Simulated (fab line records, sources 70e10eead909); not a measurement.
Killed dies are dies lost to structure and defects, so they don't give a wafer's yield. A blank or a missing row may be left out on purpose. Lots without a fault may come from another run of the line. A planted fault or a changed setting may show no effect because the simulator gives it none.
Which tool did it? | flow nand_harc | 11 lots, 33 wafers sampled, at 1 step of a route of 1302

WHAT THE GAUGES READ, wafer by wafer
NHARC_P_M0_INSPECT_27.
lot  | measured     | on                | raw_defect_count
L777 | day 6 10:15  | defect_inspect-02 | 190 169 157
L785 | day 9 14:25  | defect_inspect-02 | 300 150 226
L789 | day 11 06:10 | defect_inspect-02 | 536 465 198
L791 | day 12 09:16 | defect_inspect-02 | 270 353 482
L792 | day 12 09:35 | defect_inspect-01 | 264 457 292
L793 | day 13 03:00 | defect_inspect-01 | 280 232 286
L794 | day 13 13:52 | defect_inspect-02 | 217 262 196
L795 | day 13 16:46 | defect_inspect-01 | 255 220 251
L798 | day 15 01:08 | defect_inspect-02 | 340 304 253
L799 | day 15 05:56 | defect_inspect-01 | 277 268 122
L800 | day 15 19:43 | defect_inspect-02 | 338 224 312

WHICH TOOL RAN EACH LOT (tool, then ch and the chambers of the sampled wafers, then the start)
The record holds no process step before these readings.

THE ANSWER, worked out from the rows above alone
Rule: what is usual is taken from the lots themselves. Put in order of their means at a reading, lots are off if they are a third of the lots or fewer, leave a main group of 4 or more, and stand apart from it by a gap of 3 or more times the standard deviation of the main group's means; of several such gaps the widest counts. A main group whose means are all the same, to the digits that the tables above print for the reading, isn't used. A lot without any number at a reading at which 4 lots or more have one is off too. The other lots that the step has rows for count as sound.
No lot is off at any reading shown: from this, nothing can be told.

WHAT THE SIMULATOR HAD PUT IN
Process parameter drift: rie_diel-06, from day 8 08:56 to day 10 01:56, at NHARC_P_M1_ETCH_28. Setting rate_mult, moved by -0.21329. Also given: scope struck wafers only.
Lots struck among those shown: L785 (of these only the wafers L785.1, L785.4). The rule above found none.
